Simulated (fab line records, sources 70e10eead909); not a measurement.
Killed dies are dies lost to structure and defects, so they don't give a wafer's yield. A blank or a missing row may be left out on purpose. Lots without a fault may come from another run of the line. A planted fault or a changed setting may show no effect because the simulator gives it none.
A struck lot beside a sound one | flow nand_harc | 16 steps out of a route of 1302
Sound: wafers L350.1, L350.3, L350.5. Struck: wafer L363.5. (L363.2 of the same lot was not struck and is left out.) The cause comes at the end.
At each step with rows: each side's tool, then ch and its chambers, then its first start. Under that, the readings that differ: sound wafers | struck wafers | difference of the means | sigmas: that difference in standard deviations of wafers without a fault.
alike: readings whose means differ by less than 2 such deviations, and words and numbers that are the same on both sides. not compared: withheld readings, readings that some wafer has no value for, bounds like >300 that may hide the same value, and numbers for which the record gives no deviation and whose values overlap.
The two part at a step that has a row with sigmas, a row that says differs or no value, or rows on one side only. Numbers that don't overlap but have no deviation are shown without sigmas and don't part them. A reading that every wafer of one side lacks parts them only if that side has two wafers or more.

NHARC_A_DECK1_JOINT_INSPECT_05:
  sound on defect_inspect-02, day 13 13:44; struck on defect_inspect-01, day 19 06:47
  alike: raw_defect_count
then, 1 step without rows for these wafers: NHARC_A_ONON_D2_DEP_00 (target thk 1000 nm).
NHARC_A_ONON_D2_THK_MEAS_02: measures by ellipsometry.
  sound on film_metro-01, day 13 14:18; struck on film_metro-02, day 19 07:22
  reading     | sound       | struck | difference | sigmas
  thk_nm (nm) | 981 980 982 | 1009   | +28        | +2
then, 1 step without rows for these wafers: NHARC_A_ONON_D2_DEP_03 (target thk 1000 nm).
NHARC_A_ONON_D2_THK_MEAS_05: measures by ellipsometry.
  sound on film_metro-01, day 13 14:52; struck on film_metro-01, day 19 07:56
  alike: thk_nm
then, 1 step without rows for these wafers: NHARC_A_ONON_D2_DEP_06 (target thk 1000 nm).
NHARC_A_ONON_D2_THK_MEAS_08: measures by ellipsometry.
  sound on film_metro-01, day 13 15:26; struck on film_metro-01, day 19 08:30
  alike: thk_nm
then, 1 step without rows for these wafers: NHARC_A_ONON_D2_DEP_09 (target thk 1000 nm).
NHARC_A_ONON_D2_THK_MEAS_11: measures by ellipsometry.
  sound on film_metro-01, day 13 16:01; struck on film_metro-01, day 19 09:04
  alike: thk_nm
then, 1 step without rows for these wafers: NHARC_A_ONON_D2_DEP_12 (target thk 1000 nm).
NHARC_A_ONON_D2_THK_MEAS_14: measures by ellipsometry.
  sound on film_metro-02, day 13 16:34; struck on film_metro-01, day 19 09:40
  alike: thk_nm
then, 1 step without rows for these wafers: NHARC_A_ONON_D2_ANNEAL_15 (time 3600 s).
NHARC_A_ONON_D2_DEP_16: target thk 1000 nm.
  sound on pecvd_onon-03 ch 0, day 13 23:59; struck on pecvd_onon-03 ch 0, day 19 16:06
NHARC_A_ONON_D2_THK_MEAS_18: measures by ellipsometry.
  sound on film_metro-01, day 14 00:30; struck on film_metro-02, day 19 16:33
  reading     | sound          | struck | difference | sigmas
  thk_nm (nm) | 1004 1002 1003 | 1124   | +121       | +13
then, 1 step without rows for these wafers: NHARC_A_ONON_D2_DEP_19 (target thk 1000 nm).
-- the record jumps here: 12 days lie between the struck wafers' starts before and after (it left off in module A_ONON_D2 and takes up again in module END, whose first step shown is number 1302 of the route) --
NHARC_END_SORT_01:
  the record has rows for the struck wafers here (prober-02 ch 0, day 31 11:40) and none for the sound ones

WHERE THEY PART
First at NHARC_A_ONON_D2_THK_MEAS_02; last, within this record, at NHARC_END_SORT_01.

WHY: what the simulator had put in
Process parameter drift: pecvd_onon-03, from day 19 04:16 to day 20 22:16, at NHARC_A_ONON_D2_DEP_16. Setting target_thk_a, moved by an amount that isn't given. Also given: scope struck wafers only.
